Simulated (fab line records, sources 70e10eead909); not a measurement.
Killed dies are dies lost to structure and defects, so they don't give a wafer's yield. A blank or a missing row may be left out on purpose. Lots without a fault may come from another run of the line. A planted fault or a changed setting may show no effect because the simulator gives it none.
Chamber matching | flow nand_harc | NHARC_A_STAIRCASE_ALD_420 on ald_hk-03: 4 sister chambers
The step deposits SiO2, target thk 20 nm, pulse time 6 s, ald cycles 200. 4 wafers are shown with their chamber, then 12 later ones without.

WAFERS WITH THEIR CHAMBER
wafer  | chamber | heater_power_outer_w (W)
L077.3 | 1       | 274
L091.1 | 0       | 306
L091.2 | 3       | 263
L091.3 | 2       | 265

WAFERS WITHOUT THEIR CHAMBER
wafer  | heater_power_outer_w (W)
L090.3 | 256
L090.4 | 259
L090.6 | 266
L092.3 | 266
L092.4 | 259
L092.5 | 263
L096.3 | 260
L096.5 | 266
L096.6 | 263
L097.1 | 263
L097.2 | 260
L097.4 | 299

WHICH CHAMBER EACH WENT THROUGH
wafer  | from the rows above          | in truth
L090.3 | can't be placed: 3 or 2      | 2
L090.4 | can't be placed: 3 or 2      | 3
L090.6 | can't be placed: 2 or 3 or 1 | 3
L092.3 | can't be placed: 2 or 3 or 1 | 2
L092.4 | can't be placed: 3 or 2      | 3
L092.5 | can't be placed: 3 or 2      | 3
L096.3 | can't be placed: 3 or 2      | 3
L096.5 | can't be placed: 2 or 3 or 1 | 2
L096.6 | can't be placed: 3 or 2      | 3
L097.1 | can't be placed: 3 or 2      | 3
L097.2 | can't be placed: 3 or 2      | 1
L097.4 | 0                            | 0
Placed correctly: 1 of 12. Can't be placed from these rows: 11 (the true chamber is among the candidates in 10). Placed wrongly: 0.
How it was worked out, from the rows above alone: a wafer's distance from a chamber is the root of the sum, over the readings, of the square of ((its reading less the chamber's mean) divided by the reading's scatter). The wafer belongs to the nearest chamber; if the next one is less than 2 further off, it can't be placed. A chamber's mean is the mean of its shown wafers. The scatter: with one shown wafer a chamber, the root of the mean of the squares of how far each hidden wafer lies from its nearest shown one.
